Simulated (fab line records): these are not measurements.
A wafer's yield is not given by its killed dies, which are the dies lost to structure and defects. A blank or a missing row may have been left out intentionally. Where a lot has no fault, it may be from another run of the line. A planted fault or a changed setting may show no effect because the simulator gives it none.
fab line records	flow n5_finfet
[record] lots = 6	wafers = 18	last_day = 17
route steps=1938 shown DUMMY_GATE@223 BEOL_M4@1111 PASSIVATION@1936
lots that met no fault: taken from a fault-free run of the same line
start_h: hours from the record's opening day to when the first of the lot's shown wafers began	wait_h: hours from the lot's prior step to this one	" same as the row above	L1.1+2: a row that stands for several wafers	- no value, or no start given	* or withheld: withheld	< > ~ a bound
route shown NAME@n: NAME is a module with steps in the file, n the number in the route of the first one	usual: the fault-free wafers' mean and standard deviation	same: alike in all rows	chamber/n: place in a boat	sites: readings site by site	_std_site: standard deviation across them	_edge_site: inner sites' mean taken away from outer sites' mean	radius_mm: how far each site lies from the wafer's centre	mask NAME#n: copy n	behind: the last tool/chamber to shape the wafer	hold: what put the lot on hold/how long, in hours/how the hold closed	device: the n, p or np transistor that did not switch	end of line: tests run on the same wafers once the route is complete	a step without rows: its recipe alone	killed: at the first sort, the dies lost to defects and structure; wafer yield is something else	map: per-die view of a wafer (x killed, . not killed, _ where there is no die)
set.NAME: the setting as run; set.NAME@STEP: as run at that earlier step	model.NAME: the simulator's own value behind a step, which no gauge read
lots seen at some steps along the route; tables by step, rows by wafer
services: a tool's chamber out of use, with start hour (start_h, from the record's first day; less than 0 if before it), hours out, and reason
[[steps]]
[step N5_DUMMY_GATE_COAT_35]
[recipe] resist = SiARC	temp_c = 220	time_s = 60	spin_rpm = 1500	resist_thk_nm = 10
[step N5_DUMMY_GATE_COAT_28]
[recipe] resist = underlayer	temp_c = 205	time_s = 60	spin_rpm = 1500	resist_thk_nm = 10
[step N5_DUMMY_GATE_COAT_09]
[recipe] resist = CAR-EUV	spin_rpm = 1500	resist_thk_nm = 30
[step N5_DUMMY_GATE_EBR_11]
[recipe] solvent = PGMEA	ebr_width_mm = 1.5
[step N5_DUMMY_GATE_SOFTBAKE_10]
[recipe] temp_c = 110	time_s = 60	resist = CAR-EUV
[step N5_DUMMY_GATE_EXPOSE_12]
[recipe] mask_id = GATE	na = 0.33	source_shape = annular	sigma_inner = 0.2	sigma_outer = 0.6	polarization = unpolarized	target_cd_nm = 25	dose_mj = 34
[step N5_DUMMY_GATE_PEB_13]
[recipe] peb_temp_c = 100	peb_time_s = 60	resist = CAR-EUV
[step N5_DUMMY_GATE_DEVELOP_14]
[recipe] develop_time_s = 30	developer = TMAH	resist = CAR-EUV	rinse_liquid = surfactant_rinse	dry = air_spin	dev_temp_c = 23
[step N5_DUMMY_GATE_CD_MEAS_15]
[recipe] target_cd_nm = 25.8	landing_energy_ev = 500	detector = se_inlens
[usual] cd_nm = 24.94/0.25
[same] landing_energy_ev = 500
lot.wafer	tool	chamber	start_h	wait_h	cd_nm
L391.1	cd_sem-01	0	45.02	-	25.11
L391.4	"	0	"	"	24.63
L391.5	"	0	"	"	24.34
L396.1	cd_sem-01	0	82.47	-	24.71
L396.4	"	0	"	"	25.05
L396.5	"	0	"	"	24.91
L407.1	cd_sem-02	0	142.80	-	24.95
L407.5	"	0	"	"	24.88
L407.6	"	0	"	"	25.13
L408.3	cd_sem-02	0	147.71	-	25.06
L408.5	"	0	"	"	24.78
L408.6	"	0	"	"	25.08
L409.4	cd_sem-03	0	152.52	-	24.83
L409.5	"	0	"	"	25.26
L409.6	"	0	"	"	25.46
L413.2	cd_sem-01	0	177.64	-	24.75
L413.5	"	0	"	"	25.21
L413.6	"	0	"	"	25.17
[step N5_DUMMY_GATE_OVL_MEAS_16]
[recipe] points_per_wafer = 522
[usual] GATE_OVL = 0.1/0.73
[same] points_per_wafer = 522
lot.wafer	tool	chamber	start_h	wait_h	GATE_OVL[nm]
L391.1	overlay-02	0	45.06	0.0	-0.4
L391.4	"	0	"	"	-0.5
L391.5	"	0	"	"	-1.6
L396.1	overlay-01	0	82.51	0.0	0.3
L396.4	"	0	"	"	-0.3
L396.5	"	0	"	"	1.6
L407.1	overlay-01	0	142.84	0.0	0.8
L407.5	"	0	"	"	1.1
L407.6	"	0	"	"	0.1
L408.3	overlay-01	0	147.76	0.0	1.8
L408.5	"	0	"	"	1.6
L408.6	"	0	"	"	1.0
L409.4	overlay-02	0	152.57	0.0	-0.3
L409.5	"	0	"	"	-0.2
L409.6	"	0	"	"	0.1
L413.2	overlay-02	0	177.69	0.0	-1.2
L413.5	"	0	"	"	0.1
L413.6	"	0	"	"	-0.3
[step N5_DUMMY_GATE_INSPECT_17]
[recipe] mode = adi	inspect_instrument = brightfield
[usual] raw_defect_count = 206/53
lot.wafer	tool	chamber	start_h	wait_h	raw_defect_count
L391.1	defect_inspect-01	-	45.12	0.1	267
L391.4	"	-	"	"	236
L391.5	"	-	"	"	266
L396.1	defect_inspect-01	-	82.57	0.1	162
L396.4	"	-	"	"	175
L396.5	"	-	"	"	209
L407.1	defect_inspect-02	-	142.90	0.1	213
L407.5	"	-	"	"	176
L407.6	"	-	"	"	226
L408.3	defect_inspect-01	-	147.81	0.0	302
L408.5	"	-	"	"	196
L408.6	"	-	"	"	198
L409.4	defect_inspect-01	-	152.61	0.0	184
L409.5	"	-	"	"	220
L409.6	"	-	"	"	214
L413.2	defect_inspect-02	-	177.74	0.0	183
L413.5	"	-	"	"	213
L413.6	"	-	"	"	180
[step N5_DUMMY_GATE_DESCUM_20]
[recipe] chemistry = O2	time_s = 6.2	source_power_w = 50	bias_power_w = 20	pressure_mtorr = 20	rf_frequency_hz = 2.712e+07	temp_c = 40	resist = CAR-EUV	o2_flow_sccm = 225
[usual] drypump_motor_current_A = 5.42/0.29	o2_flow_sccm = 225.0/0.65	oes_product_au = 0.75/0.08	rf_vpp_V = 243.7/1.1	showerhead_plenum_p_Torr = 2.12/0.045	temp_c = 40.01/0.11	throttle_valve_pct = 20.46/0.21
lot.wafer	tool	chamber	start_h	wait_h	drypump_motor_current_A	o2_flow_sccm	oes_product_au	rf_hours_counter_h	rf_vpp_V	showerhead_plenum_p_Torr	temp_c	throttle_valve_pct
L391.1	rie_diel-03	2	45.15	0.0	5.23	225.8	0.71	184	243.2	2.09	39.81	20.52
L391.4	"	3	"	"	5.16	225.7	0.71	200	243.8	2.14	40.02	20.55
L391.5	"	3	"	"	5.14	225.7	0.71	-	243.9	2.14	39.98	20.54
L396.1	rie_diel-05	0	82.60	0.0	5.01	225.0	0.71	224	243.2	2.13	40.16	20.63
L396.4	"	2	"	"	5.68	224.5	0.70	-	244.0	2.15	40.04	20.33
L396.5	"	0	"	"	5.01	224.8	0.69	-	243.5	2.13	40.01	20.64
L407.1	rie_diel-05	1	142.93	0.0	5.43	224.6	0.96	11	241.0	2.06	40.00	20.01
L407.5	"	2	"	"	5.66	225.8	0.69	-	244.7	2.14	40.16	20.40
L407.6	"	3	"	"	5.32	225.7	0.75	-	242.4	2.09	39.87	20.42
L408.3	rie_diel-05	0	147.90	0.1	5.02	226.5	0.69	240	244.2	2.13	39.96	20.63
L408.5	"	3	"	"	5.31	225.1	0.76	-	244.0	2.09	40.02	20.43
L408.6	"	2	"	"	5.68	226.2	0.68	-	244.0	2.14	40.00	20.39
L409.4	rie_diel-06	0	152.64	0.0	5.07	224.6	0.74	141	243.1	2.19	39.96	20.36
L409.5	"	1	"	"	5.48	223.6	0.69	-	245.1	2.13	39.98	20.55
L409.6	"	0	"	"	5.08	224.8	0.75	-	245.7	2.19	40.00	20.37
L413.2	rie_diel-03	0	177.77	0.0	5.95	224.5	0.73	190	243.9	2.08	40.08	20.14
L413.5	"	2	"	"	5.28	224.6	0.69	-	243.1	2.07	39.71	20.60
L413.6	"	3	"	"	5.14	225.5	0.69	-	244.3	2.13	39.84	20.59
[step N5_DUMMY_GATE_ETCH_29]
[recipe] chemistry = N2/H2	target = underlayer	target_depth_a = 130	ion_energy_ev = 200	pressure_mtorr = 30	source_w = 840	bias_w = 150	n2_flow_sccm = 200	h2_flow_sccm = 200
[usual] drypump_motor_current_A = 5.43/0.29	oes_product_au = 0.75/0.079	rf_fwd_power_W = 830/4	rf_vpp_V = 525.1/1.8	showerhead_plenum_p_Torr = 2.59/0.06	throttle_valve_pct = 18.0/0.31
lot.wafer	tool	chamber	start_h	wait_h	drypump_motor_current_A	oes_product_au	rf_fwd_power_W	rf_hours_counter_h	rf_vpp_V	showerhead_plenum_p_Torr	throttle_valve_pct	model.etch.depth_nm	model.CAR-EUV_of_DUMMY_GATE_COAT_09.thk_nm
L391.1	rie_diel-03	2	45.22	0.0	5.26	0.71	828	184	522.2	2.53	18.1	12.63	19
L391.4	"	3	"	"	5.14	0.71	833	200	528.0	2.65	18.2	12.79	19
L391.5	"	3	"	"	5.14	0.72	830	-	524.9	2.65	18.2	12.93	18.8
L396.1	rie_diel-05	0	82.67	0.0	5.03	0.70	832	224	524.6	2.64	18.3	12.76	19
L396.4	"	2	"	"	5.73	0.72	835	-	526.4	2.62	18.0	13.33	18.8
L396.5	"	0	"	"	5.06	0.69	833	-	526.3	2.64	18.3	12.68	19.2
L407.1	rie_diel-05	1	143.00	0.0	5.49	1.06	1023	11	485.5	2.50	17.4	15.59	17.2
L407.5	"	2	"	"	5.72	0.80	1038	-	487.9	2.61	18.1	16.07	16.8
L407.6	"	3	"	"	5.31	0.84	1035	-	487.8	2.54	18.0	15.78	17.2
L408.3	rie_diel-05	0	147.97	0.0	5.02	0.76	1034	240	488.5	2.63	18.4	15.11	17.4
L408.5	"	3	"	"	5.33	0.83	1038	-	486.8	2.54	18.0	15.67	17.2
L408.6	"	2	"	"	5.69	0.80	1037	-	487.3	2.61	18.1	16	16.8
L409.4	rie_diel-06	0	152.71	0.0	5.07	0.75	830	141	528.6	2.68	17.9	13.17	18.8
L409.5	"	1	"	"	5.48	0.69	827	-	524.4	2.61	18.0	12.91	19
L409.6	"	0	"	"	5.07	0.75	825	-	527.5	2.68	17.9	13.19	18.8
L413.2	rie_diel-03	0	177.84	0.0	5.95	0.71	827	190	522.6	2.52	17.6	12.65	19
L413.5	"	2	"	"	5.25	0.68	829	-	522.6	2.51	18.2	12.69	19.2
L413.6	"	3	"	"	5.15	0.69	833	-	527.5	2.63	18.3	13.07	19
[step N5_DUMMY_GATE_ETCH_36]
[recipe] chemistry = CF4	target = SiARC	target_depth_a = 130	pressure_mtorr = 40	source_w = 545	bias_w = 36	Ar_flow_sccm = 100	cf4_flow_sccm = 100	ion_energy_ev = 80
[usual] drypump_motor_current_A = 5.42/0.29	oes_product_au = 0.75/0.079	rf_fwd_power_W = 539.1/2.7	rf_vpp_V = 184.4/0.88	showerhead_plenum_p_Torr = 2.17/0.049	throttle_valve_pct = 15.67/0.25
lot.wafer	tool	chamber	start_h	wait_h	drypump_motor_current_A	oes_product_au	rf_fwd_power_W	rf_hours_counter_h	rf_vpp_V	showerhead_plenum_p_Torr	throttle_valve_pct	model.CAR-EUV_of_DUMMY_GATE_COAT_09.thk_nm
L391.1	rie_diel-03	2	45.26	0.0	5.22	0.71	543.0	184	183.3	2.13	15.72	11.6
L391.4	"	3	"	"	5.16	0.72	537.3	200	183.8	2.20	15.85	11.4
L391.5	"	3	"	"	5.13	0.72	541.2	-	185.3	2.21	15.86	11.4
L396.1	rie_diel-05	0	82.71	0.0	5.06	0.69	544.3	224	183.2	2.20	15.97	11.6
L396.4	"	2	"	"	5.67	0.71	540.8	-	185.1	2.20	15.64	11
L396.5	"	0	"	"	5.05	0.69	542.5	-	185.6	2.20	15.97	11.6
L407.1	rie_diel-05	1	143.04	0.0	5.46	0.96	535.8	11	182.2	2.10	15.11	9.6
L407.5	"	2	"	"	5.67	0.71	540.1	-	182.9	2.20	15.68	9
L407.6	"	3	"	"	5.33	0.75	541.1	-	183.4	2.13	15.60	9.4
L408.3	rie_diel-05	0	148.01	0.0	4.97	0.69	542.1	240	184.5	2.20	16.00	9.8
L408.5	"	3	"	"	5.29	0.74	537.7	-	184.2	2.13	15.62	9.6
L408.6	"	2	"	"	5.69	0.71	539.8	-	185.4	2.20	15.68	9
L409.4	rie_diel-06	0	152.75	0.0	5.07	0.75	536.5	141	186.3	2.22	15.49	11.2
L409.5	"	1	"	"	5.44	0.68	532.2	-	184.2	2.20	15.86	11.6
L409.6	"	0	"	"	5.06	0.76	535.5	-	184.9	2.22	15.51	11
L413.2	rie_diel-03	0	177.88	0.0	5.94	0.72	541.1	190	184.9	2.12	15.38	11.8
L413.5	"	2	"	"	5.22	0.69	540.8	-	183.2	2.12	15.79	11.6
L413.6	"	3	"	"	5.16	0.69	539.7	-	184.5	2.19	15.93	11.4
[step N5_DUMMY_GATE_ETCH_37]
[recipe] chemistry = N2/H2	target = SOC	target_depth_a = 600	overetch_a = 300	temp_c = 40	ion_energy_ev = 200	pressure_mtorr = 30	source_w = 840	bias_w = 150	n2_flow_sccm = 200	h2_flow_sccm = 200
[usual] drypump_motor_current_A = 5.43/0.29	oes_product_au = 0.60/0.06	rf_fwd_power_W = 830/4.2	rf_vpp_V = 524.8/1.8	showerhead_plenum_p_Torr = 2.59/0.06	temp_c = 40.01/0.11	throttle_valve_pct = 17.9/0.31
lot.wafer	tool	chamber	start_h	wait_h	drypump_motor_current_A	oes_product_au	rf_fwd_power_W	rf_hours_counter_h	rf_vpp_V	showerhead_plenum_p_Torr	temp_c	throttle_valve_pct
L391.1	rie_diel-03	2	45.30	0.0	5.24	0.56	831	184	522.6	2.53	39.87	18.0
L391.4	"	3	"	"	5.16	0.56	832	200	526.9	2.64	40.13	18.1
L391.5	"	3	"	"	5.15	0.57	832	-	528.3	2.65	40.05	18.2
L396.1	rie_diel-05	0	82.75	0.0	5.00	0.56	837	224	525.4	2.64	40.03	18.2
L396.4	"	2	"	"	5.70	0.56	830	-	525.8	2.62	40.04	18.0
L396.5	"	0	"	"	4.99	0.55	834	-	526.2	2.64	40.02	18.2
L407.1	rie_diel-05	1	143.08	0.0	5.45	0.75	826	11	524.0	2.50	40.04	17.3
L407.5	"	2	"	"	5.70	0.56	832	-	525.2	2.61	40.02	18.0
L407.6	"	3	"	"	5.32	0.59	832	-	523.7	2.54	40.14	17.9
L408.3	rie_diel-05	0	148.05	0.0	5.03	0.54	834	240	526.6	2.63	40.30	18.3
L408.5	"	3	"	"	5.33	0.59	831	-	523.5	2.54	40.01	17.9
L408.6	"	2	"	"	5.68	0.55	836	-	525.3	2.61	39.88	18.0
L409.4	rie_diel-06	0	152.79	0.0	5.10	0.59	821	141	525.3	2.68	39.80	17.8
L409.5	"	1	"	"	5.47	0.54	823	-	525.8	2.61	39.94	18.0
L409.6	"	0	"	"	5.09	0.59	826	-	527.4	2.68	40.11	17.9
L413.2	rie_diel-03	0	177.92	0.0	5.94	0.58	832	190	523.4	2.52	40.10	17.5
L413.5	"	2	"	"	5.27	0.54	831	-	523.9	2.51	40.11	18.1
L413.6	"	3	"	"	5.15	0.54	833	-	526.6	2.63	39.89	18.2
[step N5_BEOL_M4_RC_MEAS_101]
[usual] DIBL_N = 36.4/1.7	DIBL_P = 36.4/2.1	IOFF_N = 0.16/0.035	IOFF_P = 0.21/0.035	ION_N = 680/11	ION_P = 465/6.8	SS_N = 71.5/0.58	SS_P = 73.2/0.72	VT_N = 249/3.6	VT_P = -250/3.1
lot.wafer	tool	chamber	start_h	wait_h	DIBL_N[mV/V]	DIBL_P[mV/V]	IOFF_N[nA/um]	IOFF_P[nA/um]	ION_N[uA/um]	ION_P[uA/um]	SS_N[mV/dec]	SS_P[mV/dec]	VT_N[mV]	VT_P[mV]
L391.1	prober-02	0	179.95	0.0	36.9	33.9	0.14	0.15	669	454	71.6	73.0	252	-256
L391.4	"	0	"	"	37.0	34.7	0.13	0.17	674	463	71.0	72.5	253	-257
L391.5	"	0	"	"	36.3	34.0	0.13	0.16	675	455	71.1	73.0	253	-254
L396.1	prober-02	0	209.34	0.0	35.2	36.3	0.14	0.19	671	461	71.4	72.7	249	-254
L396.4	"	0	"	"	38.1	38.2	0.19	0.22	691	470	71.7	73.9	251	-252
L396.5	"	0	"	"	32.7	32.5	0.11	0.14	664	453	70.7	71.8	255	-255
L407.1	prober-01	0	268.45	0.0	36.2	36.8	0.15	0.19	662	455	71.3	73.1	252	-254
L407.5	"	0	"	"	35.3	35.9	0.15	0.19	677	466	69.9	72.8	250	-251
L407.6	"	0	"	"	34.4	34.3	0.12	0.16	676	461	70.7	72.4	257	-254
L408.3	prober-02	0	273.73	0.3	36.2	37.3	0.15	0.21	674	468	71.5	72.6	249	-248
L408.5	"	0	"	"	36.8	38.4	0.16	0.22	677	467	71.4	73.1	249	-249
L408.6	"	0	"	"	35.1	35.7	0.13	0.19	670	461	71.5	72.4	255	-250
L409.4	prober-02	0	279.37	0.5	36.5	36.7	0.16	0.20	685	468	72.0	73.7	247	-250
L409.5	"	0	"	"	34.5	34.0	0.12	0.15	672	455	71.4	73.0	254	-255
L409.6	"	0	"	"	37.0	37.9	0.17	0.21	676	461	71.5	73.7	249	-252
L413.2	prober-01	0	306.27	0.7	37.3	36.7	0.16	0.23	682	467	71.7	72.8	249	-247
L413.5	"	0	"	"	35.5	34.1	0.14	0.19	683	469	71.3	73.1	252	-251
L413.6	"	0	"	"	37.7	37.6	0.17	0.25	686	471	71.9	73.9	249	-247
[step N5_PASSIVATION_PROBE_49]
[usual] defect_limited_yield = 91.3/1.4	killed_at_M0_to_M3 = 36/11	killed_at_M4_up = 13/5.2	killed_at_contacts = 13/6.5	killed_at_front_end = 37/11	killed_at_other = 3.6/2.9	killed_dies = 103/17	killed_on_rim = 13/3.6	killed_open = 68/12	killed_short = 33/7.3	sort_bin_5_function = 5.2/0.91	sort_bin_6_memory = 3.2/0.67	sort_n_pass = 1077/17	sort_yield_pct = 91.3/1.4
[same] gross_dies = 1180	killed_at_back_side = 0	sort_bin_4_leakage[%] = 0	sort_bin_8_speed[%] = 0
lot.wafer	tool	chamber	start_h	wait_h	defect_limited_yield[%]	killed_at_M0_to_M3	killed_at_M4_up	killed_at_contacts	killed_at_front_end	killed_at_other	killed_dies	killed_on_rim	killed_open	killed_short	sort_bin_5_function[%]	sort_bin_6_memory[%]	sort_n_pass	sort_yield_pct[%]
L391.1	prober-01	-	289.83	0.0	92.5	32	3	12	41	0	88	14	67	21	4.7	2.5	1092	92.5
L391.4	prober-01	-	289.98	0.2	91.0	27	11	19	46	3	106	13	73	32	5.4	3.4	1074	91.0
L391.5	prober-01	-	290.03	0.2	92.8	28	11	19	26	1	85	13	65	19	4.7	2.4	1095	92.8
L408.3	prober-01	-	378.38	0.1	92.7	33	14	6	28	5	86	11	62	23	4.5	2.6	1094	92.7
L408.5	prober-01	-	378.48	0.2	93.1	23	11	4	38	6	82	11	52	30	4.2	2.5	1098	93.1
L408.6	prober-01	-	378.53	0.3	91.9	38	5	15	27	10	95	14	60	33	4.6	3.1	1085	91.9
L407.1	prober-01	-	379.81	0.0	92.1	39	7	4	39	4	93	15	64	29	4.6	2.9	1087	92.1
L407.5	prober-01	-	380.01	0.2	90.5	41	7	17	43	4	112	12	78	32	5.4	3.6	1068	90.5
L407.6	prober-01	-	380.06	0.3	90.3	35	14	13	48	5	115	10	92	23	5.6	3.7	1065	90.3
L409.4	prober-01	-	383.93	0.2	91.5	32	13	19	36	0	100	14	72	27	6.2	2.0	1080	91.5
L409.5	prober-01	-	383.98	0.2	92.1	33	8	28	20	4	93	11	60	33	5.1	2.6	1087	92.1
L409.6	prober-01	-	384.03	0.3	93.4	17	14	22	24	1	78	11	54	24	4.2	2.1	1102	93.4
L413.2	prober-01	-	409.95	0.1	91.3	34	23	14	25	7	103	16	76	27	4.7	3.6	1077	91.3
L413.5	prober-01	-	410.10	0.2	90.4	59	20	6	23	5	113	18	80	33	5.7	3.6	1067	90.4
L413.6	prober-01	-	410.15	0.3	89.9	50	17	4	40	8	119	14	76	41	5.8	4.1	1061	89.9
// killed by level:class
L391.1 STI_FIN_REVEAL:geometric_particle:open=12 MOL_CONTACT_COAG:geometric_particle:open=9 BEOL_M1:geometric_particle:open=9 FIN_SAQP:geometric_particle:open=7 BEOL_M0:geometric_particle:open=7 BEOL_M3:geometric_particle:open=6 BEOL_M2:geometric_particle:open=4 FIN_SAQP:geometric_particle:short=3
L391.4 MOL_CONTACT_COAG:geometric_particle:open=16 FIN_SAQP:geometric_particle:open=10 STI_FIN_REVEAL:geometric_particle:open=7 GATE_CUT:geometric_particle:open=7 GATE_CUT:geometric_particle:short=5 BEOL_M0_SAQP:geometric_particle:short=5 BEOL_M0_SAQP:geometric_particle:open=4 BEOL_M0:geometric_particle:short=4
L391.5 MOL_CONTACT_COAG:geometric_particle:open=17 STI_FIN_REVEAL:geometric_particle:open=9 BEOL_M3:geometric_particle:open=9 STI_FIN_REVEAL:geometric_particle:short=6 BEOL_M0:geometric_particle:open=6 BEOL_M4:geometric_particle:open=5 GATE_CUT:geometric_particle:open=3 BEOL_M2:geometric_particle:open=3
L408.3 BEOL_M1:geometric_particle:open=16 FIN_SAQP:geometric_particle:open=6 BEOL_M0_SAQP:geometric_particle:open=6 STI_FIN_REVEAL:geometric_particle:open=5 BEOL_M3:geometric_particle:open=5 STARTING-WAFER:geometric_particle:open=5 FIN_SAQP:geometric_particle:short=4 MOL_CONTACT_COAG:geometric_particle:open=4
L408.5 FIN_SAQP:geometric_particle:short=10 BEOL_M0_SAQP:geometric_particle:open=6 DUMMY_GATE:geometric_particle:open=5 BEOL_M0_SAQP:geometric_particle:short=5 BEOL_M1:geometric_particle:open=5 ILD0:geometric_particle:short=4 ILD0:geometric_particle:open=4 MOL_CONTACT_COAG:geometric_particle:open=4
L408.6 MOL_CONTACT_COAG:geometric_particle:open=13 BEOL_M0_SAQP:geometric_particle:open=9 BEOL_M0_SAQP:geometric_particle:short=9 BEOL_M1:geometric_particle:open=7 GATE_CUT:geometric_particle:short=6 BEOL_M2:geometric_particle:open=6 FIN_SAQP:geometric_particle:open=5 GATE_CUT:geometric_particle:open=5
L407.1 FIN_SAQP:geometric_particle:open=15 BEOL_M3:geometric_particle:open=8 STI_FIN_REVEAL:geometric_particle:open=7 BEOL_M0:geometric_particle:open=6 FIN_SAQP:geometric_particle:short=5 BEOL_M2:geometric_particle:open=5 BEOL_M1:geometric_particle:short=4 BEOL_M5:geometric_particle:open=4
L407.5 BEOL_M3:geometric_particle:open=17 MOL_CONTACT_COAG:geometric_particle:open=15 FIN_SAQP:geometric_particle:open=13 BEOL_M2:geometric_particle:open=7 FIN_SAQP:geometric_particle:short=5 GATE_CUT:geometric_particle:open=5 BEOL_M0_SAQP:geometric_particle:short=5 STI_FIN_REVEAL:geometric_particle:open=4
L407.6 BEOL_M1:geometric_particle:open=16 MOL_CONTACT_COAG:geometric_particle:open=12 FIN_SAQP:geometric_particle:open=11 STI_FIN_REVEAL:geometric_particle:open=10 DUMMY_GATE:geometric_particle:open=7 BEOL_M5:geometric_particle:open=7 FIN_SAQP:geometric_particle:short=5 GATE_CUT:geometric_particle:short=5
L409.4 MOL_CONTACT_COAG:geometric_particle:open=14 FIN_SAQP:geometric_particle:open=11 STI_FIN_REVEAL:geometric_particle:open=11 BEOL_M1:geometric_particle:open=8 BEOL_M2:geometric_particle:open=7 BEOL_M0_SAQP:geometric_particle:short=5 BEOL_M0:geometric_particle:open=5 FIN_SAQP:geometric_particle:short=4
L409.5 MOL_CONTACT_COAG:geometric_particle:open=22 BEOL_M0_SAQP:geometric_particle:short=10 BEOL_M0_SAQP:geometric_particle:open=8 MOL_CONTACT_COAG:geometric_particle:short=6 BEOL_M2:geometric_particle:open=6 STARTING-WAFER:geometric_particle:open=6 FIN_SAQP:geometric_particle:short=4 BEOL_M1:geometric_particle:open=4
L409.6 MOL_CONTACT_COAG:geometric_particle:open=17 GATE_CUT:geometric_particle:short=7 MOL_CONTACT_COAG:geometric_particle:short=5 BEOL_M3:geometric_particle:open=5 FIN_SAQP:geometric_particle:open=4 STI_FIN_REVEAL:geometric_particle:open=3 STARTING-WAFER:geometric_particle:open=3 BEOL_M0_SAQP:geometric_particle:open=3
L413.2 BEOL_M4:geometric_particle:open=14 MOL_CONTACT_COAG:geometric_particle:open=12 BEOL_M0_SAQP:geometric_particle:short=8 BEOL_M0_SAQP:geometric_particle:open=8 FIN_SAQP:geometric_particle:open=7 BEOL_M3:geometric_particle:open=5 STI_FIN_REVEAL:geometric_particle:open=4 STARTING-WAFER:geometric_particle:short=4
L413.5 BEOL_M3:geometric_particle:open=20 BEOL_M0_SAQP:geometric_particle:open=16 BEOL_M0_SAQP:geometric_particle:short=9 FIN_SAQP:geometric_particle:open=8 BEOL_M4:geometric_particle:open=8 BEOL_M1:geometric_particle:open=6 BEOL_M3:geometric_particle:short=4 BEOL_M4:geometric_particle:short=4
L413.6 BEOL_M3:geometric_particle:open=15 FIN_SAQP:geometric_particle:open=12 BEOL_M0_SAQP:geometric_particle:short=12 FIN_SAQP:geometric_particle:short=9 BEOL_M4:geometric_particle:open=8 BEOL_M1:geometric_particle:open=7 BEOL_M3:geometric_particle:short=6 STI_FIN_REVEAL:geometric_particle:open=5
[[services]]
tool	chamber	start_h	hours	kind
rie_diel-05	1	77.53	-	clean
rie_diel-05	1	77.53	-	consumable_replace:focus_ring
rie_diel-05	1	77.53	21.6	scheduled_down
rie_diel-05	1	77.53	21.6	vent_cycle
rie_diel-05	0	91.43	9.1	repair
rie_diel-06	2	118.80	26.8	repair
rie_diel-05	2	156.15	-	clean
rie_diel-05	2	156.15	-	consumable_replace:focus_ring
rie_diel-05	2	156.15	14.8	scheduled_down
rie_diel-05	2	156.15	14.8	vent_cycle
rie_diel-06	0	169.70	4.3	repair
rie_diel-06	1	173.98	-	clean
rie_diel-06	1	173.98	-	consumable_replace:focus_ring
rie_diel-06	1	173.98	20.7	scheduled_down
rie_diel-06	1	173.98	20.7	vent_cycle
[[key]]
[first_sign] step = N5_DUMMY_GATE_ETCH_29	reading = rf_fwd_power_W	direction = up	sigmas = 51	usual = *	struck = *
[effect] step = N5_DUMMY_GATE_ETCH_29	reading = rf_vpp_V	direction = down	sigmas = 21	usual = 525.1	struck = 487.3
[model_effect] step = N5_DUMMY_GATE_ETCH_29	value = etch.depth_nm	without = 13.16	struck = 15.7
[model_effect] step = N5_DUMMY_GATE_ETCH_36	value = CAR-EUV_of_DUMMY_GATE_COAT_09.thk_nm	without = 11.03	struck = 9.4
met_at N5_DUMMY_GATE_ETCH_29
struck_wafers L407.1,L407.5,L407.6,L408.3,L408.5,L408.6
onset_between 82.67 143.00
[fault] kind = process_parameter_drift	tool = rie_diel-05	chamber = -	onset_h = 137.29	steps = N5_DUMMY_GATE_ETCH_29	channel = source_w	offset = 201.6	shape = step	end_h = 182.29	acts_in = these_recipes_only	stated = 840
